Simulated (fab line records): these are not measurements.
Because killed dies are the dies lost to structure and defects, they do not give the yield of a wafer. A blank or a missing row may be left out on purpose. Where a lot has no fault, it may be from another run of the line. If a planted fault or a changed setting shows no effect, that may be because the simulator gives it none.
fab line records -- flow n5Finfet -- part 2 of 2: steps 20 to 29 of 29
record: lots: 5, wafers: 15, lastDay: 17
route steps=1938 shown BEOL_M7@1289
lots with no fault: from the same line, run without faults
startH: start of the lot's first displayed wafer, in hours after the record's first day -- waitH: hours from the lot's prior step to this one -- " same as the row above -- L1.1+2: a single row standing in for several wafers -- - no value present, or no start provided -- * or withheld: withheld -- < > ~ a bound
route shown NAME@n: names a module that has steps shown in the file, with the first one's number in the route -- usual: mean/standard deviation taken from wafers without a fault -- same: alike in all rows -- chamber/n: place in a boat -- sites: per-site readings -- _std_site: standard deviation of those values -- _edge_site: mean of outer sites minus mean of inner sites -- radiusMm: for every site, how far away it sits from the centre of the wafer -- mask NAME#n: copy n -- behind: tool/chamber where the wafer was last shaped -- hold: reason for holding the lot/hours on hold/outcome of the hold -- device: which transistor (n, p or np) failed to switch -- end of line: at the end of the route, the tests of the same wafers -- for a step that has no rows: nothing shown but its recipe -- killed: at the first sort, the dies lost to defects and structure; wafer yield is something else -- map: a wafer's dies, marking killed ones x, the rest . and places with no die _
set.NAME: the setting the step ran with; set.NAME@STEP: the setting that earlier step ran with -- model.NAME: the simulator's own value behind a step, which no gauge read
certain route steps with their lots: each step a table, each wafer a row
services: the hour from which a tool's chamber was out of use, counted from the record's first day as startH (under 0 if before that day), plus the number of hours and why
== steps ==
step: N5_BEOL_M7_TRENCH_ETCH_37
recipe: chemistry: C4F6/O2, targetDepthA: 934.78, target: SiCOH_lowk, timeS: 31.2, ionEnergyEv: 250, pressureMtorr: 30, sourceW: 345, biasW: 185, Ar_flow_sccm: 300, C4F6_flow_sccm: 10, O2_flow_sccm: 10
usual: O2_flow_sccm: 10.00/0.032, drypumpMotorCurrentA: 5.8/0.54, oesProductAu: 0.80/0.1, rfVppV: 673/7.9, showerheadPlenumPTorr: 2.89/0.082, throttleValvePct: 21.05/0.24
lot.wafer,tool,chamber,startH,waitH,O2_flow_sccm,drypumpMotorCurrentA,oesProductAu,rfHoursCounterH,rfVppV,showerheadPlenumPTorr,throttleValvePct
L075.2,rieDiel-03,2,-,-,10.05,6.0,0.97,9,668,2.95,21.09
L075.3,rieDiel-03,1,-,-,10.03,5.3,0.76,185,669,2.84,21.34
L075.5,rieDiel-03,0,-,-,9.97,6.0,0.95,-,664,2.80,21.03
L079.1,rieDiel-03,0,-,-,10.02,5.9,0.92,34,666,2.79,21.07
L079.3,rieDiel-03,1,-,-,9.96,5.3,0.73,200,671,2.83,21.38
L079.6,rieDiel-03,1,-,-,9.98,5.3,0.73,-,671,2.83,21.36
L086.1,rieDiel-05,2,-,-,9.99,6.6,0.74,184,668,2.82,20.87
L086.2,rieDiel-05,0,-,-,10.01,6.6,0.73,180,679,2.77,20.85
L086.5,rieDiel-05,1,-,-,10.03,5.3,0.94,-,693,2.91,20.88
L089.2,rieDiel-03,3,-,-,9.96,4.8,0.70,211,683,2.99,21.28
L089.4,rieDiel-03,0,-,-,10.01,5.9,0.89,-,663,2.79,21.07
L089.5,rieDiel-03,3,-,-,9.97,4.8,0.69,-,683,2.99,21.28
L093.1,rieDiel-05,0,-,-,9.92,6.6,0.71,193,680,2.76,20.86
L093.3,rieDiel-05,1,-,-,10.02,5.3,0.91,28,691,2.91,20.90
L093.4,rieDiel-05,3,-,-,9.98,5.8,0.68,209,672,2.94,21.30
step: N5_BEOL_M7_ETCH_41
recipe: chemistry: CH3F/O2, target: SiCN, targetDepthA: 319, taperDeg: 2, timeS: 57.8, ionEnergyEv: 120, maskMaterial: TiN, pressureMtorr: 30, sourceW: 395, biasW: 75, Ar_flow_sccm: 150, CH3F_flow_sccm: 30, O2_flow_sccm: 20
usual: O2_flow_sccm: 20.00/0.057, drypumpMotorCurrentA: 5.8/0.54, oesProductAu: 0.80/0.1, rfVppV: 297.6/1.4, showerheadPlenumPTorr: 2.03/0.059, throttleValvePct: 16.39/0.24
lot.wafer,tool,chamber,startH,waitH,O2_flow_sccm,drypumpMotorCurrentA,oesProductAu,rfHoursCounterH,rfVppV,showerheadPlenumPTorr,throttleValvePct
L075.2,rieDiel-03,2,-,-,19.99,6.0,0.98,9,296.7,2.07,16.32
L075.3,rieDiel-03,1,-,-,19.98,5.4,0.75,185,297.6,1.99,16.70
L075.5,rieDiel-03,0,-,-,20.07,5.9,0.94,-,295.5,1.96,16.35
L079.1,rieDiel-03,0,-,-,20.02,5.9,0.92,34,296.7,1.96,16.39
L079.3,rieDiel-03,1,-,-,20.10,5.3,0.73,200,296.4,1.99,16.73
L079.6,rieDiel-03,1,-,-,20.07,5.4,0.72,-,296.6,1.99,16.73
L086.1,rieDiel-05,2,-,-,19.96,6.6,0.73,184,297.0,1.98,16.33
L086.2,rieDiel-05,0,-,-,20.04,6.6,0.73,180,295.0,1.94,16.18
L086.5,rieDiel-05,1,-,-,19.92,5.3,0.92,-,298.4,2.05,16.19
L089.2,rieDiel-03,3,-,-,19.93,4.8,0.70,211,299.0,2.10,16.61
L089.4,rieDiel-03,0,-,-,19.98,5.9,0.88,-,297.4,1.95,16.41
L089.5,rieDiel-03,3,-,-,19.95,4.8,0.70,-,297.7,2.10,16.62
L093.1,rieDiel-05,0,-,-,20.08,6.6,0.72,193,294.8,1.93,16.20
L093.3,rieDiel-05,1,-,-,19.98,5.3,0.91,28,299.0,2.05,16.23
L093.4,rieDiel-05,3,-,-,19.93,5.9,0.67,209,299.8,2.07,16.70
step: N5_BEOL_M7_STRIP_80
recipe: chemistry: N2/H2, timeS: 10, powerW: 450, tempC: 40, pressureMtorr: 20, rfFrequencyHz: 6e+07, biasPowerW: 7, n2FlowSccm: 200, h2FlowSccm: 200
usual: drypumpMotorCurrentA: 5.8/0.54, oesProductAu: 0.80/0.1, rfVppV: 59.2/0.88, showerheadPlenumPTorr: 2.56/0.069, throttleValvePct: 23.68/0.23
lot.wafer,tool,chamber,startH,waitH,drypumpMotorCurrentA,oesProductAu,rfHoursCounterH,rfVppV,showerheadPlenumPTorr,throttleValvePct
L075.2,rieDiel-03,2,-,-,6.0,0.97,9,59.1,2.61,23.82
L075.3,rieDiel-03,1,-,-,5.4,0.74,185,58.9,2.50,23.88
L075.5,rieDiel-03,0,-,-,5.9,0.94,-,58.7,2.50,23.56
L079.1,rieDiel-03,0,-,-,5.9,0.92,34,58.4,2.49,23.58
L079.3,rieDiel-03,1,-,-,5.3,0.72,200,61.1,2.50,23.90
L079.6,rieDiel-03,1,-,-,5.3,0.72,-,59.6,2.50,23.91
L086.1,rieDiel-05,2,-,-,6.6,0.73,184,57.4,2.51,23.74
L086.2,rieDiel-05,0,-,-,6.6,0.74,180,59.1,2.44,23.47
L086.5,rieDiel-05,1,-,-,5.3,0.94,-,60.1,2.59,23.47
L089.2,rieDiel-03,3,-,-,4.8,0.70,211,58.9,2.62,23.81
L089.4,rieDiel-03,0,-,-,5.9,0.88,-,57.9,2.48,23.58
L089.5,rieDiel-03,3,-,-,4.8,0.70,-,59.4,2.62,23.82
L093.1,rieDiel-05,0,-,-,6.6,0.73,193,58.5,2.43,23.51
L093.3,rieDiel-05,1,-,-,5.3,0.92,28,60.4,2.58,23.48
L093.4,rieDiel-05,3,-,-,5.9,0.68,209,58.9,2.62,24.01
step: N5_BEOL_M7_OCD_MEAS_38
usual: trenchDepthNm: 93.6/2.3
lot.wafer,tool,chamber,startH,waitH,trenchDepthNm
L075.2,ocd-01,-,200.62,-,93.6
L075.3,ocd-01,-,200.62,-,98.7
L075.5,ocd-01,-,200.62,-,96.3
L079.1,ocd-02,-,245.91,-,96.5
L079.3,ocd-02,-,245.91,-,96.9
L079.6,ocd-02,-,245.91,-,96.4
L086.1,ocd-01,-,275.11,-,93.3
L086.2,ocd-01,-,275.11,-,91.1
L086.5,ocd-01,-,275.11,-,96.3
L089.2,ocd-01,-,301.93,-,90.7
L089.4,ocd-01,-,301.93,-,94.3
L089.5,ocd-01,-,301.93,-,91.3
L093.1,ocd-02,-,318.67,-,90.1
L093.3,ocd-02,-,318.67,-,95.0
L093.4,ocd-02,-,318.67,-,91.5
step: N5_BEOL_M7_HM_STRIP_39
recipe: chemistry: peroxideTinStrip, material: TiN, targetDepthA: 250, tempC: 50, timeS: 158
lot.wafer,tool,chamber,startH,waitH
L075.2+3+5,wetBench-06,"1,0,7",200.65,0.0
L079.1+3+6,wetBench-06,"1,4,0",245.95,0.0
L086.1+2+5,wetBench-01,"5,1,6",275.14,0.0
L089.2+4+5,wetBench-01,"2,3,1",301.96,0.0
L093.1+3+4,wetBench-06,"3,7,0",318.70,0.0
step: N5_BEOL_M7_SRD_40
recipe: timeS: 30, tempC: 23, rinseLiquid: diw, dry: ipaMarangoni
lot.wafer,tool,chamber,startH,waitH
L075.2+3+5,wetBench-06,"1,0,7",200.70,0.0
L079.1+3+6,wetBench-06,"1,4,0",245.99,0.0
L086.1+2+5,wetBench-01,"5,1,6",275.19,0.0
L089.2+4+5,wetBench-01,"2,3,1",302.01,0.0
L093.1+3+4,wetBench-06,"3,7,0",318.75,0.0
step: N5_BEOL_M7_PRECLEAN_42
recipe: chemistry: residueRemover, timeS: 60, tempC: 40
lot.wafer,tool,chamber,startH,waitH
L075.2+3+5,wetBench-06,"1,0,7",200.71,0.0
L079.1+3+6,wetBench-06,"1,4,0",246.01,0.0
L086.1+2+5,wetBench-01,"5,1,6",275.20,0.0
L089.2+4+5,wetBench-01,"2,3,1",302.02,0.0
L093.1+3+4,wetBench-06,"3,7,0",318.77,0.0
step: N5_BEOL_M7_SRD_43
recipe: timeS: 30, tempC: 23, rinseLiquid: diw, dry: ipaMarangoni
lot.wafer,tool,chamber,startH,waitH
L075.2+3+5,wetBench-06,"1,0,7",200.73,0.0
L079.1+3+6,wetBench-06,"1,4,0",246.03,0.0
L086.1+2+5,wetBench-01,"5,1,6",275.22,0.0
L089.2+4+5,wetBench-01,"2,3,1",302.04,0.0
L093.1+3+4,wetBench-06,"3,7,0",318.78,0.0
step: N5_BEOL_M7_CD_MEAS_35
recipe: targetCdNm: 40, polarity: opening
usual: cdNm: 39.8/0.74
lot.wafer,tool,chamber,startH,waitH,cdNm
L075.2,cdSem-03,-,200.77,0.0,40.9
L075.3,cdSem-03,-,200.77,0.0,40.5
L075.5,cdSem-03,-,200.77,0.0,39.3
L079.1,cdSem-03,-,246.07,0.0,38.1
L079.3,cdSem-03,-,246.07,0.0,39.7
L079.6,cdSem-03,-,246.07,0.0,40.4
L086.1,cdSem-03,-,275.26,0.0,40.4
L086.2,cdSem-03,-,275.26,0.0,39.6
L086.5,cdSem-03,-,275.26,0.0,40.3
L089.2,cdSem-02,-,302.08,0.0,40.3
L089.4,cdSem-02,-,302.08,0.0,39.7
L089.5,cdSem-02,-,302.08,0.0,39.3
L093.1,cdSem-02,-,318.82,0.0,40.5
L093.3,cdSem-02,-,318.82,0.0,39.8
L093.4,cdSem-02,-,318.82,0.0,38.4
step: N5_BEOL_M7_CURE_75
recipe: tempC: 370, timeS: 120, ambient: DMADMS/He, material: SiCOH_lowk
usual: lampPowerPct: 52.31/0.054, wafer_temp_C_max: 371.6/0.78
lot.wafer,tool,chamber,startH,waitH,lampPowerPct,wafer_temp_C_max
L075.2,uvCure-03,1,200.87,0.1,52.24,370.6
L075.3,uvCure-03,1,200.87,0.1,52.31,371.1
L075.5,uvCure-03,1,200.87,0.1,52.36,370.6
L079.1,uvCure-03,0,246.11,0.0,52.39,372.6
L079.3,uvCure-03,0,246.11,0.0,52.29,371.7
L079.6,uvCure-03,0,246.11,0.0,52.33,371.1
L086.1,uvCure-02,1,275.30,0.0,52.29,373.2
L086.2,uvCure-02,1,275.30,0.0,52.27,372.9
L086.5,uvCure-02,1,275.30,0.0,52.32,374.5
L089.2,uvCure-03,0,302.17,0.1,52.21,371.8
L089.4,uvCure-03,0,302.17,0.1,52.41,371.7
L089.5,uvCure-03,0,302.17,0.1,52.32,371.8
L093.1,uvCure-02,1,318.98,0.2,52.21,372.4
L093.3,uvCure-02,1,318.98,0.2,52.27,372.6
L093.4,uvCure-02,1,318.98,0.2,52.23,372.5
== services ==
tool,chamber,startH,hours,kind
euvScanner-01,-,180.34,1.0,pm
rieDiel-05,1,196.49,-,clean
rieDiel-05,1,196.49,-,consumableReplace:focusRing
rieDiel-05,1,196.49,20.2,scheduledDown
rieDiel-05,1,196.49,20.2,ventCycle
euvScanner-02,-,199.73,1.0,pm
wetBench-01,-,214.47,0.9,repair
uvCure-03,-,224.65,0.2,repair
uvCure-02,-,230.55,2.1,pm
euvScanner-01,-,236.49,1.0,pm
wetBench-01,-,240.48,1.9,pm
euvScanner-02,-,257.99,1.0,pm
euvScanner-02,-,262.44,0.2,repair
euvScanner-01,0,269.09,-,calibration
euvScanner-01,-,292.64,1.0,pm
rieDiel-03,1,298.81,7.3,repair
euvScanner-01,-,307.61,12.0,pm
lithoTrack-05,-,309.19,-,consumableReplace:filter
